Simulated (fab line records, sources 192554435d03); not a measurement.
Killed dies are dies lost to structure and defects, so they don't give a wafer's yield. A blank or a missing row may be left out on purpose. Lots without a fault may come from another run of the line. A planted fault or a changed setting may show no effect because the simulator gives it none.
Which tool did it? | flow n5_finfet | 10 lots, 28 wafers sampled, at 4 steps of a route of 1938

WHAT THE GAUGES READ, wafer by wafer
N5_BEOL_M6_OCD_MEAS_38.
lot  | measured     | on     | trench_depth_nm (nm)
L891 | day 10 07:01 | ocd-01 | 93.4 95.2 92.6
L895 | day 10 23:32 | ocd-02 | 93.6 95.1 97.7
L893 | day 11 10:07 | ocd-02 | 96.2 94.9 93.9
L896 | day 11 19:47 | ocd-02 | 92.1 93.6 94.7
L898 | day 12 04:07 | ocd-02 | 93.2 94.8
L901 | day 12 15:09 | ocd-01 | 92.5 95.6 95.2
L902 | day 13 09:13 | ocd-01 | 92.6 93.2
L908 | day 14 09:08 | ocd-01 | 95.2 95.1 92.4
L909 | day 14 15:36 | ocd-01 | 96.2 93.6 95.9
L910 | day 14 16:06 | ocd-02 | 94.8 92.4 95.6

WHICH TOOL RAN EACH LOT (tool, then ch and the chambers of the sampled wafers, then the start)
lot  | N5_BEOL_M6_ETCH_65                 | N5_BEOL_M6_ETCH_66                 | N5_BEOL_M6_TRENCH_ETCH_37
L891 | rie_diel-05 ch 0,1,3, day 10 06:38 | rie_diel-05 ch 0,1,3, day 10 06:40 | rie_diel-05 ch 0,1,3, day 10 07:01 or earlier
L895 | rie_diel-04 ch 0,1,2, day 10 23:10 | rie_diel-04 ch 0,1,2, day 10 23:11 | rie_diel-04 ch 0,1,2, day 10 23:32 or earlier
L893 | rie_diel-05 ch 0,2,3, day 11 09:44 | rie_diel-05 ch 0,2,3, day 11 09:46 | rie_diel-05 ch 0,2,3, day 11 10:07 or earlier
L896 | rie_diel-05 ch 0,1,3, day 11 19:24 | rie_diel-05 ch 0,1,3, day 11 19:26 | rie_diel-05 ch 0,1,3, day 11 19:47 or earlier
L898 | rie_diel-05 ch 0,3, day 12 03:45   | rie_diel-05 ch 0,3, day 12 03:46   | rie_diel-05 ch 0,3, day 12 04:07 or earlier
L901 | rie_diel-05 ch 1,2,3, day 12 14:46 | rie_diel-05 ch 1,2,3, day 12 14:48 | rie_diel-05 ch 1,2,3, day 12 15:09 or earlier
L902 | rie_diel-05 ch 0,3, day 13 08:51   | rie_diel-05 ch 0,3, day 13 08:53   | rie_diel-05 ch 0,3, day 13 09:13 or earlier
L908 | rie_diel-04 ch 0,1,2, day 14 08:46 | rie_diel-04 ch 0,1,2, day 14 08:47 | rie_diel-04 ch 0,1,2, day 14 09:08 or earlier
L909 | rie_diel-03 ch 0,1, day 14 15:14   | rie_diel-03 ch 0,1, day 14 15:16   | rie_diel-03 ch 0,1, day 14 15:36 or earlier
L910 | rie_diel-04 ch 0,1,2, day 14 15:43 | rie_diel-04 ch 0,1,2, day 14 15:45 | rie_diel-04 ch 0,1,2, day 14 16:06 or earlier
- N5_BEOL_M6_ETCH_65: etches SiARC in CF4, target depth 15.6 nm, time 26 s.
- N5_BEOL_M6_ETCH_66: etches SOC in N2/H2, target depth 80 nm, overetch 16 nm, time 120 s.
- N5_BEOL_M6_TRENCH_ETCH_37: etches SiCOH lowk in C4F6/O2, target depth 94.435 nm, time 31.5 s.

WHAT THE TOOLS THEMSELVES READ (means of the sampled wafers that have a number; where no wafer has one, the mark that the record gives instead)
N5_BEOL_M6_ETCH_65.
lot  | tool        | bias_w (W) | drypump_motor_current_A (A) | etch_rf_on_time_s (s) | mfc_ar_sccm (sccm) | oes_product_au (a.u.) | rf_vpp_V (V) | showerhead_plenum_p_Torr (Torr) | throttle_valve_pct (%)
L891 | rie_diel-05 | 35.98      | 5.3                         | 26.0                  | 100.1              | 0.66                  | 183.4        | 2.08                            | 15.66
L895 | rie_diel-04 | 36.01      | 6.1                         | 25.5                  | 99.9               | 0.74                  | 183.8        | 2.20                            | 15.34
L893 | rie_diel-05 | 36.05      | 5.3                         | 25.6                  | 99.9               | 0.66                  | 183.8        | 2.09                            | 15.67
L896 | rie_diel-05 | 35.95      | 5.3                         | 26.3                  | 99.9               | 0.66                  | 182.5        | 2.07                            | 15.68
L898 | rie_diel-05 | 35.97      | 5.0                         | 31.6                  | 100.0              | 0.58                  | 182.2        | 2.06                            | 15.61
L901 | rie_diel-05 | 36.01      | 5.5                         | 29.2                  | 100.2              | 0.63                  | 183.1        | 2.10                            | 15.80
L902 | rie_diel-05 | 35.97      | 5.0                         | 31.4                  | 99.9               | 0.58                  | 183.2        | 2.06                            | 15.61
L908 | rie_diel-04 | 35.95      | 6.1                         | 25.9                  | 100.1              | 0.70                  | 183.9        | 2.19                            | 15.40
L909 | rie_diel-03 | 36.00      | 5.6                         | 25.6                  | 99.8               | 0.71                  | 183.5        | 2.10                            | 15.67
L910 | rie_diel-04 | 36.07      | 6.1                         | 26.1                  | 100.1              | 0.70                  | 184.7        | 2.19                            | 15.41

N5_BEOL_M6_ETCH_66.
lot  | tool        | bias_w (W) | drypump_motor_current_A (A) | h2_flow_sccm (sccm) | oes_product_au (a.u.) | rf_vpp_V (V) | showerhead_plenum_p_Torr (Torr) | throttle_valve_pct (%)
L891 | rie_diel-05 | 149.6      | 5.2                         | 200.0               | 0.60                  | 521          | 2.46                            | 17.83
L895 | rie_diel-04 | 150.3      | 6.1                         | 199.9               | 0.66                  | 526          | 2.61                            | 17.46
L893 | rie_diel-05 | 150.1      | 5.3                         | 200.3               | 0.59                  | 521          | 2.49                            | 17.93
L896 | rie_diel-05 | 150.0      | 5.3                         | 199.9               | 0.59                  | 522          | 2.45                            | 17.86
L898 | rie_diel-05 | 150.4      | 4.9                         | 199.5               | 0.58                  | 520          | 2.45                            | 17.85
L901 | rie_diel-05 | 149.8      | 5.5                         | 200.1               | 0.60                  | 523          | 2.48                            | 17.98
L902 | rie_diel-05 | 150.3      | 5.0                         | 200.5               | 0.57                  | 522          | 2.45                            | 17.88
L908 | rie_diel-04 | 150.1      | 6.1                         | 200.1               | 0.63                  | 525          | 2.60                            | 17.51
L909 | rie_diel-03 | 150.7      | 5.7                         | 200.1               | 0.64                  | 523          | 2.49                            | 17.95
L910 | rie_diel-04 | 150.1      | 6.1                         | 200.5               | 0.62                  | 525          | 2.60                            | 17.52

N5_BEOL_M6_TRENCH_ETCH_37.
lot  | tool        | bias_w (W) | drypump_motor_current_A (A) | mfc_ar_sccm (sccm) | oes_f_703_au (a.u.) | oes_o_777_au (a.u.) | oes_product_au (a.u.) | rf_vpp_V (V) | showerhead_plenum_p_Torr (Torr) | throttle_valve_pct (%)
L891 | rie_diel-05 | 185.0      | 5.2                         | 299.4              | 0.80                | 0.80                | 0.78                  | 651          | 2.75                            | 20.94
L895 | rie_diel-04 | 185.0      | 6.2                         | 300.2              | 0.87                | 0.88                | 0.88                  | 674          | 2.93                            | 20.67
L893 | rie_diel-05 | 185.0      | 5.3                         | 300.0              | 0.78                | 0.78                | 0.77                  | 663          | 2.78                            | 20.97
L896 | rie_diel-05 | 185.1      | 5.2                         | 300.4              | 0.78                | 0.78                | 0.77                  | 651          | 2.74                            | 20.96
L898 | rie_diel-05 | 185.3      | 5.0                         | 299.6              | 0.77                | 0.77                | 0.76                  | 652          | 2.74                            | 20.87
L901 | rie_diel-05 | 184.7      | 5.5                         | 301.4              | 0.79                | 0.79                | 0.79                  | 660          | 2.78                            | 21.09
L902 | rie_diel-05 | 185.2      | 4.9                         | 300.9              | 0.76                | 0.76                | 0.75                  | 652          | 2.74                            | 20.90
L908 | rie_diel-04 | 184.6      | 6.1                         | 300.6              | 0.82                | 0.83                | 0.81                  | 673          | 2.91                            | 20.72
L909 | rie_diel-03 | 185.2      | 5.6                         | 299.5              | 0.84                | 0.85                | 0.83                  | 658          | 2.79                            | 20.98
L910 | rie_diel-04 | 185.3      | 6.2                         | 300.8              | 0.82                | 0.83                | 0.81                  | 674          | 2.91                            | 20.72

THE ANSWER, worked out from the rows above alone
Rule: what is usual is taken from the lots themselves. Put in order of their means at a reading, lots are off if they are a third of the lots or fewer, leave a main group of 4 or more, and stand apart from it by a gap of 3 or more times the standard deviation of the main group's means; of several such gaps the widest counts. A main group whose means are all the same, to the digits that the tables above print for the reading, isn't used. A lot without any number at a reading at which 4 lots or more have one is off too. The other lots that the step has rows for count as sound. The gauges are gone through in route order, then the tools' own readings, and for those a lot's mean is taken as printed above. The first step at which some lot is off is used, and at that step the reading that is off furthest; a lot without a number counts as furthest.
Off: L898, L901, L902, at N5_BEOL_M6_ETCH_65 (etch_rf_on_time_s). The main group: mean 25.9 s, standard deviation 0.28.
A tool fits if, at that step or a process step before it, it ran every lot that is off, and no sound lot after the first of them. One fits: rie_diel-05 at N5_BEOL_M6_ETCH_65. Its last sound lot is L896 (day 11 19:24), its first lot that is off L898 (day 12 03:45): a fault that began between those two fits.
The tool's own readings at N5_BEOL_M6_ETCH_65 bear it out: on the lots that are off they differ by more than 5 times the standard deviation of the sound lots' means. etch_rf_on_time_s reads 30.7 s there against 25.9 s on the sound lots.

WHAT THE SIMULATOR HAD PUT IN
Process parameter drift: rie_diel-05, from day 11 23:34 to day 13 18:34, at N5_BEOL_M6_ETCH_65. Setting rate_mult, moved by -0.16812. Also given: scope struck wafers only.
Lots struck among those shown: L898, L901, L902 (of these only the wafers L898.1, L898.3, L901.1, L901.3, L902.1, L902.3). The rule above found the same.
